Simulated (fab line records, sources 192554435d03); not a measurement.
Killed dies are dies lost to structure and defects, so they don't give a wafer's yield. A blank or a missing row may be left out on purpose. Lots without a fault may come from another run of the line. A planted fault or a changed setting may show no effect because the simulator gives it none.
Chamber matching | flow n5_finfet | N5_BEOL_M0_SAQP_STRIP_108 on rie_diel-03: 4 sister chambers
The step strips in N2/H2. 4 wafers are shown with their chamber, then 11 later ones without.

WAFERS WITH THEIR CHAMBER
wafer  | chamber | throttle_valve_pct (%)
L083.5 | 3       | 18.5
L084.2 | 2       | 19.1
L084.4 | 0       | 18.5
L085.2 | 1       | 19.5

WAFERS WITHOUT THEIR CHAMBER
wafer  | throttle_valve_pct (%)
L085.3 | 18.5
L085.4 | 19.1
L087.1 | 19.1
L087.4 | 18.5
L087.6 | 18.6
L089.2 | 19.6
L089.3 | 18.5
L089.5 | 19.6
L097.1 | 18.5
L097.2 | 18.8
L097.5 | 18.7

WHICH CHAMBER EACH WENT THROUGH
wafer  | from the rows above          | in truth
L085.3 | can't be placed: 0 or 3      | 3
L085.4 | 2                            | 2
L087.1 | 2                            | 2
L087.4 | can't be placed: 0 or 3      | 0
L087.6 | can't be placed: 0 or 3      | 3
L089.2 | 1                            | 1
L089.3 | can't be placed: 0 or 3      | 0
L089.5 | 1                            | 1
L097.1 | can't be placed: 0 or 3      | 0
L097.2 | can't be placed: 0 or 2 or 3 | 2
L097.5 | can't be placed: 0 or 3 or 2 | 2
Placed correctly: 4 of 11. Can't be placed from these rows: 7 (the true chamber is among the candidates in 7). Placed wrongly: 0.
How it was worked out, from the rows above alone: a wafer's distance from a chamber is the root of the sum, over the readings, of the square of ((its reading less the chamber's mean) divided by the reading's scatter). The wafer belongs to the nearest chamber; if the next one is less than 2 further off, it can't be placed. A chamber's mean is the mean of its shown wafers. The scatter: with one shown wafer a chamber, the root of the mean of the squares of how far each hidden wafer lies from its nearest shown one.
